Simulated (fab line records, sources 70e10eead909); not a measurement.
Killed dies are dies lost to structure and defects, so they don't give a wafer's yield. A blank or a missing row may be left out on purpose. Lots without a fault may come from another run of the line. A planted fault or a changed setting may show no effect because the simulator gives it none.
Chamber matching | flow nand_harc | NHARC_A_M0_DEP_32 on pecvd-02: 3 sister chambers
The step deposits SiCN, target thk 30 nm. 6 wafers are shown with their chamber, then 7 later ones without.

WAFERS WITH THEIR CHAMBER
wafer  | chamber | heater_power_w (W) | susceptor_temp_C (C)
L076.5 | 2       | 583                | 369.81
L079.4 | 1       | 641                | 370.04
L079.5 | 0       | 760                | 370.40
L079.6 | 2       | 622                | 370.34
L085.1 | 1       | 577                | 370.27
L085.2 | 0       | 745                | 369.99

WAFERS WITHOUT THEIR CHAMBER
wafer  | heater_power_w (W) | susceptor_temp_C (C)
L085.6 | 604                | 369.67
L090.2 | 536                | 370.01
L090.3 | 655                | 369.81
L090.4 | 681                | 370.09
L091.1 | 583                | 370.19
L091.2 | 667                | 370.07
L091.6 | 659                | 370.07

WHICH CHAMBER EACH WENT THROUGH
wafer  | from the rows above          | in truth
L085.6 | can't be placed: 2 or 1      | 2
L090.2 | can't be placed: 2 or 1      | 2
L090.3 | can't be placed: 1 or 2 or 0 | 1
L090.4 | can't be placed: 1 or 0 or 2 | 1
L091.1 | can't be placed: 2 or 1      | 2
L091.2 | can't be placed: 1 or 2 or 0 | 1
L091.6 | can't be placed: 1 or 2 or 0 | 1
Placed correctly: 0 of 7. Can't be placed from these rows: 7 (the true chamber is among the candidates in 7). Placed wrongly: 0.
How it was worked out, from the rows above alone: a wafer's distance from a chamber is the root of the sum, over the readings, of the square of ((its reading less the chamber's mean) divided by the reading's scatter). The wafer belongs to the nearest chamber; if the next one is less than 2 further off, it can't be placed. A chamber's mean is the mean of its shown wafers. The scatter: the root of (the sum of the squares of (reading less its chamber's mean) over the shown wafers, divided by (wafers less chambers)).
